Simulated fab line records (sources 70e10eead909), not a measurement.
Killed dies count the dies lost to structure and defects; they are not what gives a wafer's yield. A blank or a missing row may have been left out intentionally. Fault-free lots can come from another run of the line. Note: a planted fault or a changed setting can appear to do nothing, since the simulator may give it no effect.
Matching of chambers | flow nand-harc | NHARC_P_M0_DEP_32 on pecvd-04 has 3 sister chambers
The step deposits SiCN, target thk 30 nm. 6 wafers are shown with their chamber, then 9 later ones without.

WAFERS, EACH WITH ITS CHAMBER
wafer  | chamber | heater-power-w (W)
L089.2 | 0       | 496
L089.3 | 1       | 591
L089.5 | 2       | 528
L091.1 | 1       | 549
L091.2 | 0       | 536
L091.5 | 2       | 526

WAFERS WITHOUT THEIR CHAMBER
wafer  | heater-power-w (W)
L093.1 | 491
L093.3 | 547
L093.5 | 496
L096.1 | 551
L096.2 | 543
L096.3 | 560
L097.2 | 472
L097.3 | 669
L097.6 | 467

WHICH CHAMBER EACH WENT THROUGH
wafer  | from the rows above          | in truth
L093.1 | can't be placed: 0 or 2      | 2
L093.3 | can't be placed: 2 or 1 or 0 | 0
L093.5 | can't be placed: 0 or 2      | 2
L096.1 | can't be placed: 1 or 2 or 0 | 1
L096.2 | can't be placed: 2 or 0 or 1 | 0
L096.3 | can't be placed: 1 or 2 or 0 | 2
L097.2 | can't be placed: 0 or 2      | 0
L097.3 | can't be placed: 1 or 2      | 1
L097.6 | can't be placed: 0 or 2      | 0
Placed correctly: 0 of 9. Cannot be placed on the basis of these rows: 9; the candidates contain the true chamber in 9. Number placed wrongly: 0.
How it was worked out, from the rows above alone: a wafer's distance from a chamber is the root of the sum, over the readings, of the square of ((its reading less the chamber's mean) divided by the reading's scatter). If the next closest chamber is less than 2 further off than the closest, the wafer can't be placed; otherwise it belongs to the closest. For every chamber, the mean is computed from those of its wafers that are shown. The scatter: the root of (the sum of the squares of (reading less its chamber's mean) over the shown wafers, divided by (wafers less chambers)).
